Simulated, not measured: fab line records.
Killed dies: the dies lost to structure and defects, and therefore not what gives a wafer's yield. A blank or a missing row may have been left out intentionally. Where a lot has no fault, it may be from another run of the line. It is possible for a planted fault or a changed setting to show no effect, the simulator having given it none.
fab line records	flow n5Finfet
record lots=6	wafers=16	lastDay=18
route steps=1938 shown BEOL_M5@1177 PASSIVATION@1936
lots that met no fault: from a run of the same line without faults
startH: hours from the record's first day to the start of the lot's first wafer shown	waitH: how many hours have passed since the lot's step before this one	" the same as in the row above	L1.1+2: several wafers, shown together as one row	- no value present, or no start provided	* or withheld: withheld	< > ~ a bound
route shown NAME@n: NAME is a module with steps in the file, n the number in the route of the first one	usual: average and standard deviation across the fault-free wafers	same: alike in all rows	chamber/n: place in a boat	sites: the reading at each site	_std_site: the values' standard deviation	_edge_site: outer sites' mean less inner sites'	radiusMm: how far each site lies from the wafer's centre	mask NAME#n: copy n	behind: the tool/chamber that last shaped the wafer	hold: cause of the lot's hold/its duration in hours/its outcome	device: transistor that didn't switch, given as n, p or np	end of line: the tests these same wafers got at the end of their route	where a step has no rows: the recipe by itself	killed: dies lost to structure and defects at the first sort, not the wafer's yield	map: a wafer's dies, x killed, . not, _ none there
set.NAME: the setting that was run; set.NAME@STEP: the one run at that earlier step	model.NAME: the simulator's own value behind a step, which no gauge read
lots seen at some steps along the route; tables by step, rows by wafer
services: from which hour (startH, from the record's first day; less than 0 if before it) a tool's chamber was out of use, for how many hours, and why
## steps
# step N5_BEOL_M5_SPUTTER_81
# recipe material=Cu	targetThkA=150	tempC=-20	chamberPressurePa=0.07	powerW=withheld	timeS=27.62
# step N5_BEOL_M5_ANNEAL_82
# recipe tempC=400	timeS=1800	ambient=vacuum
# usual heaterPowerW=806/80
lot.wafer	tool	chamber	startH	waitH	heaterPowerW
L569.1	pvdSputter-02	-	177.86	0.0	771
L569.2	"	-	"	"	1000
L569.6	"	-	"	"	797
L570.1	pvdSputter-03	-	184.01	0.0	800
L570.4	"	-	"	"	837
L570.6	"	-	"	"	776
L572.1	pvdSputter-02	-	202.47	0.0	828
L572.3	"	-	"	"	1027
L572.4	"	-	"	"	727
L584.1	pvdSputter-02	-	264.49	0.0	822
L584.5	"	-	"	"	802
L586.1	pvdSputter-01	-	280.75	0.0	891
L586.4	"	-	"	"	847
L591.1	pvdSputter-01	-	329.58	0.0	833
L591.3	"	-	"	"	860
L591.5	"	-	"	"	697
# step N5_BEOL_M5_SPUTTER_83
# recipe material=Cu	targetThkA=150	tempC=-20	chamberPressurePa=0.07	powerW=withheld	timeS=27.62
# step N5_BEOL_M5_ANNEAL_84
# recipe tempC=400	timeS=1800	ambient=vacuum
# usual heaterPowerW=807/79
lot.wafer	tool	chamber	startH	waitH	heaterPowerW
L569.1	pvdSputter-02	-	178.94	0.0	774
L569.2	"	-	"	"	1026
L569.6	"	-	"	"	795
L570.1	pvdSputter-03	-	185.09	0.0	776
L570.4	"	-	"	"	833
L570.6	"	-	"	"	765
L572.1	pvdSputter-02	-	203.56	0.0	809
L572.3	"	-	"	"	995
L572.4	"	-	"	"	735
L584.1	pvdSputter-02	-	265.58	0.0	845
L584.5	"	-	"	"	829
L586.1	pvdSputter-01	-	281.84	0.0	869
L586.4	"	-	"	"	832
L591.1	pvdSputter-01	-	330.67	0.0	840
L591.3	"	-	"	"	868
L591.5	"	-	"	"	707
# step N5_BEOL_M5_SPUTTER_88
# recipe material=Cu	targetThkA=150	tempC=-20	chamberPressurePa=0.07	powerW=withheld	timeS=27.62
# step N5_BEOL_M5_ANNEAL_89
# recipe tempC=400	timeS=1800	ambient=vacuum
# step N5_BEOL_M5_SPUTTER_90
# recipe material=Cu	targetThkA=45	tempC=-20	chamberPressurePa=0.07	powerW=withheld	timeS=8.29
# usual chamberPressurePa=0.07/0.00014	throttleValvePct=30.1/0.94
lot.wafer	tool	chamber	startH	waitH	chamberPressurePa	throttleValvePct
L569.1	pvdSputter-02	-	181.04	0.5	0.07006	31.2
L569.2	"	-	"	"	0.06989	30.4
L569.6	"	-	"	"	0.06998	31.2
L570.1	pvdSputter-03	-	187.19	0.5	0.06977	30.1
L570.4	"	-	"	"	0.07025	29.4
L570.6	"	-	"	"	0.06999	30.2
L572.1	pvdSputter-02	-	205.65	0.5	0.07	29.3
L572.3	"	-	"	"	0.07006	30.4
L572.4	"	-	"	"	0.07011	31.0
L584.1	pvdSputter-02	-	267.67	0.5	0.0698	29.3
L584.5	"	-	"	"	0.06969	29.5
L586.1	pvdSputter-01	-	283.93	0.5	0.07008	31.3
L586.4	"	-	"	"	0.07006	28.5
L591.1	pvdSputter-01	-	332.76	0.5	0.0699	28.6
L591.3	"	-	"	"	0.06991	30.6
L591.5	"	-	"	"	0.07013	31.3
# step N5_BEOL_M5_ECD_50
# recipe material=Cu	targetThkA=3000
# step N5_BEOL_M5_ANNEAL_51
# recipe tempC=225	timeS=90	ambient=N2
# usual annealTempC=225.02/0.18	wafer_temp_C_max=226.02/0.25
lot.wafer	tool	chamber	startH	waitH	annealTempC	wafer_temp_C_max
L569.1	rtpAnneal-01	0	181.24	0.1	225.14	226.33
L569.2	"	0	"	"	225.05	226.31
L569.6	"	0	"	"	224.97	226.19
L570.1	rtpAnneal-01	0	187.39	0.1	225.02	226.55
L570.4	"	0	"	"	224.83	226.31
L570.6	"	0	"	"	225.00	226.15
L572.1	rtpAnneal-01	0	205.86	0.1	224.80	225.81
L572.3	"	0	"	"	224.95	225.99
L572.4	"	0	"	"	224.98	226.00
L584.1	rtpAnneal-02	0	267.88	0.1	225.02	225.82
L584.5	"	0	"	"	225.22	225.96
L586.1	rtpAnneal-01	0	284.13	0.1	225.29	225.99
L586.4	"	0	"	"	224.90	226.05
L591.1	rtpAnneal-01	0	332.97	0.1	224.83	225.94
L591.3	"	0	"	"	224.96	225.84
L591.5	"	0	"	"	224.90	226.01
# step N5_BEOL_M5_CMP_52
# recipe stopOn=SiCOH_lowk	tOverpolishS=6.9	downForcePsi=1	platenRpm=50	clearingPlatenDownForcePsi=1.5	clearingPlatenRpm=50	postCmpClean=cuAlkaline	targetThkNm=62	clearingPlatenPadVelocityMS=0.99484	padVelocityMS=0.99484
# usual barrierFieldEndpointS=25.0/0.59	motorCurrentA=6.1/0.54	overpolishRunS=6.899/0.0094	timeToEndpointS=63.6/3
lot.wafer	tool	chamber	startH	waitH	barrierFieldEndpointS	motorCurrentA	overpolishRunS	timeToEndpointS
L569.1	cmp-02	2	181.59	0.3	25.8	6.1	6.889	62.7
L569.2	"	3	"	"	24.4	5.3	6.887	56.9
L569.6	"	2	"	"	25.1	6.3	6.898	62.8
L570.1	cmp-03	0	187.69	0.3	24.3	6.2	6.899	63.5
L570.4	"	1	"	"	25.2	6.7	6.911	66.8
L570.6	"	1	"	"	26.0	6.2	6.891	65.8
L572.4	cmp-01	1	206.18	0.1	25.0	5.9	6.907	62.1
L572.3	"	3	"	"	24.6	6.4	6.908	62.1
L572.1	"	0	"	"	24.2	5.2	6.908	61.6
L584.1	cmp-01	3	268.25	0.3	25.5	6.0	6.891	66.5
L584.5	"	1	"	"	25.6	5.6	6.902	68.9
L586.1	cmp-01	1	284.43	0.3	25.0	6.0	6.898	63.0
L586.4	"	3	"	"	25.2	6.1	6.893	62.0
L591.1	cmp-01	2	333.30	0.3	25.7	5.7	6.900	64.3
L591.3	"	3	"	"	24.5	6.2	6.892	61.6
L591.5	"	2	"	"	24.8	5.9	6.903	64.2
# step N5_BEOL_M5_THK_MEAS_53
# recipe thkMeasGauge=xrf	reads=Cu_of_BEOL_M5_ECD_50
# usual M5_THK=63.5/1.8
lot.wafer	tool	chamber	startH	waitH	M5_THK[nm]
L569.1	filmMetro-01	-	181.88	-	65.2
L569.2	"	-	"	"	64.2
L569.6	"	-	"	"	67.1
L570.1	filmMetro-01	-	187.98	-	67.3
L570.4	"	-	"	"	62.2
L570.6	"	-	"	"	64.9
L572.1	filmMetro-01	-	206.47	-	61.4
L572.3	"	-	"	"	64.6
L572.4	"	-	"	"	65.1
L584.1	filmMetro-02	-	268.47	-	66.1
L584.5	"	-	"	"	66.3
L586.1	filmMetro-01	-	284.72	-	64.0
L586.4	"	-	"	"	63.5
L591.1	filmMetro-02	-	333.80	-	62.5
L591.3	"	-	"	"	63.7
L591.5	"	-	"	"	63.4
# step N5_BEOL_M5_PRE_CLEAN_77
# recipe gas=NH3/H2	timeS=15	tempC=*	rfPowerW=300
# step N5_BEOL_M5_CO_CAP_78
# recipe material=Co	targetThkA=20	tempC=200	precursor=CCTBA/H2	pressureTorr=30	timeS=102.1
# usual heaterPowerW=248/21	runLengthS=124.7/0.53
lot.wafer	tool	chamber	startH	waitH	heaterPowerW	runLengthS	model.Co_of_BEOL_M5_CO_CAP_78.thkNm
L569.1	cvdCo-02	2	181.96	0.0	230	124.1	2.2
L569.2	"	0	"	"	259	124.4	2
L569.6	"	1	"	"	273	125.5	2
L570.1	cvdCo-01	0	188.06	0.0	213	124.6	2
L570.4	"	0	"	"	214	125.1	2
L570.6	"	2	"	"	253	125.1	1.8
L572.1	cvdCo-01	2	206.55	0.0	249	125.6	1.8
L572.3	"	1	"	"	248	124.6	2.2
L572.4	"	2	"	"	255	125.1	2
L584.1	cvdCo-02	2	268.56	0.0	223	124.8	2
L584.5	"	1	"	"	278	80.3	1.2
L586.1	cvdCo-02	1	284.80	0.0	275	124.8	2.2
L586.4	"	1	"	"	279	79.9	1
L591.1	cvdCo-01	2	333.90	0.0	251	125.5	2
L591.3	"	2	"	"	248	125.1	2.2
L591.5	"	0	"	"	218	125.0	2.2
# step N5_BEOL_M5_PRE_CLEAN_55
# recipe gas=NH3	timeS=15	tempC=withheld	rfPowerW=300
# step N5_PASSIVATION_PROBE_49
# usual defectLimitedYield=91.5/1.5	killed_at_M0_to_M3=30/11	killed_at_M4_up=13/4.9	killedAtContacts=14/6.5	killedAtFrontEnd=40/11	killedAtOther=3.3/2.7	killedDies=100/18	killedOpen=67/14	killedShort=32/7.8	sort_bin_5_function=5.0/0.97	sort_bin_6_memory=3.2/0.75	sortNPass=1080/18	sortYieldPct=91.5/1.5
# same grossDies=1180	killedAtBackSide=0	sort_bin_4_leakage[%]=0	sort_bin_8_speed[%]=0
lot.wafer	tool	chamber	startH	waitH	defectLimitedYield[%]	killed_at_M0_to_M3	killed_at_M4_up	killedAtContacts	killedAtFrontEnd	killedAtOther	killedDies	killedOpen	killedShort	sort_bin_5_function[%]	sort_bin_6_memory[%]	sortNPass	sortYieldPct[%]
L570.1	prober-02	-	283.21	0.0	92.8	23	8	17	34	3	85	60	24	4.3	2.5	1095	92.8
L570.4	prober-02	-	283.36	0.2	92.0	23	13	8	49	1	94	62	29	4.6	3.2	1086	92.0
L570.6	prober-02	-	283.46	0.3	92.5	23	11	10	43	2	89	57	29	4.2	3.1	1091	92.5
L569.1	prober-01	-	284.91	0.0	92.6	12	13	17	43	2	87	58	29	3.9	3.2	1093	92.6
L569.2	prober-01	-	284.96	0.1	94.1	19	14	10	24	3	70	52	17	4.0	1.9	1110	94.1
L569.6	prober-01	-	285.16	0.3	91.4	27	12	11	46	5	101	67	33	5.1	3.1	1079	91.4
L572.1	prober-02	-	300.44	0.0	92.4	28	10	14	38	0	90	56	26	4.5	2.4	1090	92.4
L572.3	prober-02	-	300.54	0.1	91.2	43	15	9	34	3	104	67	36	5.5	3.1	1076	91.2
L572.4	prober-02	-	300.59	0.2	90.2	37	16	15	44	4	116	82	33	6.4	2.9	1064	90.2
L584.1	prober-02	-	370.51	0.8	91.3	37	13	3	46	4	103	66	37	4.7	3.6	1077	91.3
L584.5	prober-02	-	370.71	1.0	89.1	40	16	6	63	4	129	72	45	6.5	3.2	1051	89.1
L586.1	prober-01	-	379.45	0.0	94.7	20	8	10	24	1	63	43	20	3.1	2.1	1117	94.7
L586.4	prober-01	-	379.60	0.2	92.7	21	7	5	51	2	86	53	33	4.7	2.5	1094	92.7
# killed by level:class
L570.1 MOL_CONTACT_COAG:geometricParticle:open=13 FIN_SAQP:geometricParticle:open=10 FIN_SAQP:geometricParticle:short=8 BEOL_M4:geometricParticle:open=7 BEOL_M0_SAQP:geometricParticle:open=5 BEOL_M2:geometricParticle:open=5 STI_FIN_REVEAL:geometricParticle:open=4 DUMMY_GATE:geometricParticle:open=4
L570.4 FIN_SAQP:geometricParticle:short=15 FIN_SAQP:geometricParticle:open=10 STI_FIN_REVEAL:geometricParticle:open=9 BEOL_M0_SAQP:geometricParticle:short=8 DUMMY_GATE:geometricParticle:open=7 MOL_CONTACT_COAG:geometricParticle:open=7 BEOL_M4:geometricParticle:open=5 BEOL_M1:geometricParticle:open=4
L570.6 FIN_SAQP:geometricParticle:short=13 STI_FIN_REVEAL:geometricParticle:open=11 MOL_CONTACT_COAG:geometricParticle:open=9 FIN_SAQP:geometricParticle:open=6 BEOL_M1:geometricParticle:open=6 BEOL_M3:geometricParticle:open=6 DUMMY_GATE:geometricParticle:open=3 STARTING-WAFER:geometricParticle:short=3
L569.1 MOL_CONTACT_COAG:geometricParticle:open=13 STI_FIN_REVEAL:geometricParticle:open=12 FIN_SAQP:geometricParticle:short=9 BEOL_M5:geometricParticle:open=7 GATE_CUT:geometricParticle:short=6 FIN_SAQP:geometricParticle:open=5 BEOL_M2:geometricParticle:open=5 MOL_CONTACT_COAG:geometricParticle:short=4
L569.2 MOL_CONTACT_COAG:geometricParticle:open=9 BEOL_M0_SAQP:geometricParticle:open=7 BEOL_M5:geometricParticle:open=7 FIN_SAQP:geometricParticle:open=4 STI_FIN_REVEAL:geometricParticle:open=4 BEOL_M2:geometricParticle:open=4 BEOL_M0_SAQP:geometricParticle:short=4 STARTING-WAFER:geometricParticle:open=4
L569.6 STI_FIN_REVEAL:geometricParticle:open=9 GATE_CUT:geometricParticle:short=9 MOL_CONTACT_COAG:geometricParticle:open=9 BEOL_M0_SAQP:geometricParticle:open=7 GATE_CUT:geometricParticle:open=6 BEOL_M4:geometricParticle:open=6 FIN_SAQP:geometricParticle:open=5 DUMMY_GATE:geometricParticle:open=5
L572.1 MOL_CONTACT_COAG:geometricParticle:open=10 BEOL_M0_SAQP:geometricParticle:open=9 FIN_SAQP:geometricParticle:short=8 STI_FIN_REVEAL:geometricParticle:open=8 BEOL_M3:geometricParticle:open=8 HKMG_FIN:areaEtch=8 BEOL_M1:geometricParticle:open=5 BEOL_M4:geometricParticle:open=5
L572.3 BEOL_M3:geometricParticle:open=9 BEOL_M0_SAQP:geometricParticle:open=8 BEOL_M4:geometricParticle:open=8 FIN_SAQP:geometricParticle:short=7 STI_FIN_REVEAL:geometricParticle:open=7 MOL_CONTACT_COAG:geometricParticle:open=7 BEOL_M0_SAQP:geometricParticle:short=7 GATE_CUT:geometricParticle:short=6
L572.4 BEOL_M3:geometricParticle:open=12 MOL_CONTACT_COAG:geometricParticle:open=11 STI_FIN_REVEAL:geometricParticle:open=8 BEOL_M0_SAQP:geometricParticle:open=8 BEOL_M4:geometricParticle:open=8 FIN_SAQP:geometricParticle:open=6 DUMMY_GATE:geometricParticle:open=6 BEOL_M0_SAQP:geometricParticle:short=6
L584.1 FIN_SAQP:geometricParticle:open=13 FIN_SAQP:geometricParticle:short=12 DUMMY_GATE:geometricParticle:open=7 BEOL_M1:geometricParticle:short=7 BEOL_M0_SAQP:geometricParticle:short=6 BEOL_M2:geometricParticle:open=6 STI_FIN_REVEAL:geometricParticle:open=5 BEOL_M0_SAQP:geometricParticle:open=5
L584.5 FIN_SAQP:geometricParticle:short=12 FIN_SAQP:geometricParticle:open=11 BEOL_M2:geometricParticle:open=10 HKMG_FIN:areaEtch=10 BEOL_M3:geometricParticle:open=8 BEOL_M0_SAQP:geometricParticle:short=6 BEOL_M0_SAQP:geometricParticle:open=6 BEOL_M4:geometricParticle:open=6
L586.1 MOL_CONTACT_COAG:geometricParticle:open=8 FIN_SAQP:geometricParticle:short=4 STI_FIN_REVEAL:geometricParticle:open=4 BEOL_M1:geometricParticle:open=4 BEOL_M2:geometricParticle:open=4 BEOL_M3:geometricParticle:open=4 DUMMY_GATE:geometricParticle:open=3 GATE_CUT:geometricParticle:short=3
L586.4 FIN_SAQP:geometricParticle:short=8 STI_FIN_REVEAL:geometricParticle:open=6 DUMMY_GATE:geometricParticle:open=6 BEOL_M2:geometricParticle:open=5 FIN_SAQP:geometricParticle:open=4 GATE_CUT:geometricParticle:short=4 GATE_CUT:geometricParticle:open=4 BEOL_M3:geometricParticle:open=4
## services
tool	chamber	startH	hours	kind
cmp-01	-	161.94	2.5	repair
cmp-01	-	210.13	3.9	repair
cvdCo-01	-	210.25	2.8	pm
cmp-01	-	218.67	0.6	repair
cvdCo-02	-	231.13	0.6	repair
cmp-02	-	231.83	6.2	pm
cmp-01	-	234.27	4.8	repair
cvdCo-02	1	245.07	4.7	repair
cmp-02	-	249.68	2.6	repair
cmp-03	-	256.62	4.3	pm
cmp-03	-	269.62	0.8	repair
cmp-03	-	279.65	2.3	repair
cmp-02	-	282.05	0.3	repair
cmp-01	-	287.82	4.0	pm
cvdCo-01	2	290.36	7.1	repair
pvdSputter-03	-	291.12	9.5	repair
cvdCo-01	-	291.70	28.1	pm
cmp-01	-	291.82	-	consumableReplace:conditioner
cmp-01	-	291.82	-	consumableReplace:pad
rtpAnneal-02	-	295.23	1.1	pm
cmp-03	-	302.56	0.2	repair
cvdCo-02	-	310.23	1.4	repair
cmp-02	-	313.03	4.0	pm
cmp-02	-	328.53	12.3	repair
## key
firstSign step=N5_BEOL_M5_CO_CAP_78	reading=runLengthS	direction=down	sigmas=85	usual=*	struck=*
effect none on later readings
modelEffect step=N5_BEOL_M5_CO_CAP_78	value=Co_of_BEOL_M5_CO_CAP_78.thkNm	without=2	struck=1.1
metAt N5_BEOL_M5_CO_CAP_78
struckWafers L584.5,L586.4
baselineLoss step=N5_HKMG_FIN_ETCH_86	wafers=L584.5
onsetBetween 181.96 268.56
fault kind=processParameterDrift	tool=cvdCo-02	chamber=-	onsetH=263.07	steps=N5_BEOL_M5_CO_CAP_78	channel=timeS	offset=*	shape=step	endH=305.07	scope=struckWafersOnly	actsIn=*	stated=*
# baselineLoss: these wafers lose ten dies or more at that step, a loss of the line's own and not of a fault; the sort's usual values leave them out
